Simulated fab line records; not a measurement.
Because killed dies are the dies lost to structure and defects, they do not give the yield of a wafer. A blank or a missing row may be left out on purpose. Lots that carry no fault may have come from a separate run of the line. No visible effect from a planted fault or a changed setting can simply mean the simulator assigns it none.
A lot that was struck, set against a sound lot ; flow n5_finfet ; 16 steps out of a route of 1938
Sound: the wafers L423.1, L423.3, L423.5. Struck: wafer L430.4 (left out: L430.2, a lot-mate that was not struck); the cause follows at the end.
Each step with rows lists, per side, the tool, then ch with its chambers, then its first start. Under that, the readings that differ: sound wafers ; struck wafers ; difference of the means ; sigmas: that difference in standard deviations of wafers without a fault.
alike: words and numbers the same on both sides, and readings whose means are apart by under 2 such deviations; not compared: readings that were withheld, readings missing a value for some wafer, numbers with overlapping values and no deviation given by the record, and bounds like >300 which may hide the same value.
Wherever a step has rows on one side only, a row that says differs or no value, or a row with sigmas, the two part there. Numbers that don't overlap but have no deviation are shown without sigmas and don't part them. A reading that every wafer of one side lacks parts them only if that side has two wafers or more.

N5_BEOL_M2_ETCH_41: etches SiCN in CH3F/O2, target depth 29.9 nm, time 52.5 s.
  sound on rie_diel-05 ch 1,2; struck on rie_diel-05 ch 0
  alike: drypump_motor_current_A, oes_product_au, rf_vpp_V, showerhead_plenum_p_Torr, throttle_valve_pct
  not compared: rf_hours_counter_h
N5_BEOL_M2_STRIP_97: strips in N2/H2, time 10 s.
  sound on rie_diel-05 ch 1,2; struck on rie_diel-05 ch 0
  alike: drypump_motor_current_A, oes_product_au, rf_vpp_V, showerhead_plenum_p_Torr, throttle_valve_pct
  not compared: rf_hours_counter_h
N5_BEOL_M2_OCD_MEAS_38:
  sound on ocd-02 at day 8 12:00; struck on ocd-02 at day 10 06:16
  alike: trench_depth_nm
then, 4 steps without rows for these wafers: N5_BEOL_M2_HM_STRIP_39 (strips TiN in peroxide tin strip, target depth 25 nm, time 158 s); N5_BEOL_M2_SRD_40 (time 30 s); N5_BEOL_M2_PRECLEAN_42 (cleans in residue remover, time 60 s); N5_BEOL_M2_SRD_43 (time 30 s).
N5_BEOL_M2_CD_MEAS_35: target cd 18 nm, target cd y 22.2 nm.
  sound on cd_sem-02 at day 8 12:09; struck on cd_sem-03 at day 10 06:26
  alike: cd_nm
N5_BEOL_M2_DEGAS_44: time 60 s.
  sound on pvd_sputter-03 at day 8 12:23; struck on pvd_sputter-02 at day 10 06:45
  alike: heater_power_w
then, 1 step without rows for these wafers: N5_BEOL_M2_PRE_CLEAN_45 (time 30 s).
N5_BEOL_M2_ALD_84: deposits TaN, pulse time 2 s, purge time 3 s, co reactant purge time 2 s.
  sound on ald_metal-01 ch 0,1,3, day 8 12:30; struck on ald_metal-03 ch 1, day 10 06:52
  alike: heater_power_w, precursor_vessel_pressure_torr
next, for these wafers, 1 step has no rows: N5_BEOL_M2_SURFACE_TREAT_85.
N5_BEOL_M2_CVD_47: deposits Co from CCTBA/H2, target thk 3 nm, time 223.8 s.
  sound on cvd_co-02 ch 1,2, day 8 12:48; struck on cvd_co-02 ch 1, day 10 07:12
reading;sound;struck;difference;sigmas
run_length_s (s);247.1 246.7 246.9;399.3;+152.4;+99 or more
N5_BEOL_M2_SPUTTER_48: material Cu, target thk 4.5 nm, time 8.29 s.
  sound on pvd_sputter-01 at day 8 12:58; struck on pvd_sputter-02 at day 10 07:27
  alike: chuck_gas_flow_sccm, throttle_valve_pct
N5_BEOL_M4_RC_MEAS_101:
  sound on prober-02 ch 0, day 9 15:39; struck on prober-01 ch 0, day 11 15:07
  alike: DIBL_N, DIBL_P, IOFF_N, IOFF_P, ION_N, ION_P, SS_N, SS_P, VT_N, VT_P
next, for these wafers, 1 step has no rows: N5_PASSIVATION_PROBE_49.

## WHERE THEY PART
Only at N5_BEOL_M2_CVD_47, within this record. Later steps at which nothing parts them and some readings are alike: N5_BEOL_M2_SPUTTER_48, N5_BEOL_M4_RC_MEAS_101.

WHY: what the simulator had put in
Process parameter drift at N5_BEOL_M2_CVD_47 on cvd_co-02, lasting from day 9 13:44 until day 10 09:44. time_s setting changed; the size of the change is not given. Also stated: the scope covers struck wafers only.
